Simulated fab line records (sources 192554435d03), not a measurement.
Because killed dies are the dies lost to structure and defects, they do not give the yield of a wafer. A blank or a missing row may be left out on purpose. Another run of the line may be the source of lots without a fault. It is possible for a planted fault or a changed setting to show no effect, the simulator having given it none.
Lot-split experiment + flow n5 finfet + 7 lots, 21 wafers read, on a route of 1938 steps

== THE SPLIT ==
At N5_MOL_CONTACT_COAG_VIA_ETCH_117 (etches SiO2 in C4F6/O2, target depth 40 nm, overetch 8 nm, time 26 s), the setting bias w was moved away from the recipe's 455 W on 7 of the 21 wafers read, by -17.8% to +13.6%. This setting was run at the recipe's value on the other wafers.

Reading taken at the split's own step.

== THE READING ==
rf vpp V, in V, at N5_MOL_CONTACT_COAG_VIA_ETCH_117 (etches SiO2 in C4F6/O2, target depth 40 nm, overetch 8 nm, time 26 s). On this fab line, fault-free wafers typically give 1575 V with a standard deviation of 26 V.

| wafer  | tool, chamber at the split | bias w as run, W | against the recipe | rf vpp V, V | against lot-mates on the recipe |
|--------|----------------------------|------------------|--------------------|-------------|---------------------------------|
| L077.1 | rie diel-06, 1             | 455              | recipe             | 1576        | -                               |
| L077.3 | rie diel-06, 2             | 373.9            | -17.8%             | 1385        | -191                            |
| L077.4 | rie diel-06, 0             | 373.9            | -17.8%             | 1325        | -251                            |
| L081.3 | rie diel-06, 2             | 455              | recipe             | 1604        | -                               |
| L081.5 | rie diel-06, 2             | 455              | recipe             | 1604        | -                               |
| L081.6 | rie diel-06, 3             | 455              | recipe             | 1550        | -                               |
| L088.1 | rie diel-05, 2             | 432.8            | -4.9%              | 1529        | -65                             |
| L088.3 | rie diel-05, 1             | 455              | recipe             | 1578        | -                               |
| L088.5 | rie diel-05, 0             | 455              | recipe             | 1610        | -                               |
| L090.1 | rie diel-05, 0             | 455              | recipe             | 1611        | -                               |
| L090.4 | rie diel-05, 1             | 455              | recipe             | 1578        | -                               |
| L090.5 | rie diel-05, 1             | 455              | recipe             | 1578        | -                               |
| L091.3 | rie diel-06, 3             | 516.9            | +13.6%             | 1704        | +169                            |
| L091.4 | rie diel-06, 3             | 516.9            | +13.6%             | 1702        | +167                            |
| L091.6 | rie diel-06, 0             | 455              | recipe             | 1535        | -                               |
| L095.3 | rie diel-05, 1             | 455              | recipe             | 1578        | -                               |
| L095.4 | rie diel-05, 3             | 455              | recipe             | 1544        | -                               |
| L095.6 | rie diel-05, 2             | 455              | recipe             | 1585        | -                               |
| L096.1 | rie diel-05, 1             | 416.4            | -8.5%              | 1477        | -65                             |
| L096.4 | rie diel-05, 3             | 455              | recipe             | 1542        | -                               |
| L096.5 | rie diel-05, 1             | 416.4            | -8.5%              | 1479        | -63                             |

FIT RESULTS
A straight line over all 21 wafers: rf vpp V changes by +11.2 V for each +1% of bias w; r = +0.96; the points scatter about the line by 25 V.
The same after taking each lot's own level away (the mean of its wafers on the recipe; 21 wafers): +11.9 V for each +1%; r = +0.97; scatter 21 V.
Per that fit: largest bias w move, reading shift of 2.1e+02 V.
The lots' own levels span 1535.0 to 1594.0 V, that is 2.3 times the standard deviation above.
Hence the lot-to-lot level has little effect on the slope; both slopes agree.
Check: with one of the wafers moved furthest among these (-17.8%) left out of the fit, the line predicts -216 V for it against its lot-mates. Against them it came out at -191 V.
Tool readings at the split's step, against how far the setting was moved: rf vpp V r = +0.96.

== OTHER SPLITS ON THESE WAFERS ==
These wafers also went through other splits before the reading. Each is held against what the fit with the lots' levels taken away leaves over:
| other split on the same wafers         | wafers away from the commonest value | r with rf vpp V (lot level and that fit taken away) |
|----------------------------------------|--------------------------------------|-----------------------------------------------------|
| N5_SD_ACTIVATION_LSA_01 temp c         | 5                                    | +0.22                                               |
| N5_HKMG_FIN_HK_ALD_01 ald cycles       | 5                                    | -0.21                                               |
| N5_HKMG_FIN_ALD_36 ald cycles          | 8                                    | -0.35                                               |
| N5_GATE_CUT_COAT_34 spin rpm           | 4                                    | -0.09                                               |
| N5_MOL_CONTACT_COAG_ALD_27 ald cycles  | 5                                    | -0.11                                               |
| N5_MOL_CONTACT_COAG_COAT_77 spin rpm   | 7                                    | -0.40                                               |
| N5_MOL_CONTACT_COAG_ALD_133 ald cycles | 9                                    | +0.09                                               |

== FILE'S OWN FIT ==
rf vpp V changes by +11.8 V for each +1% of bias w, r = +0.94.
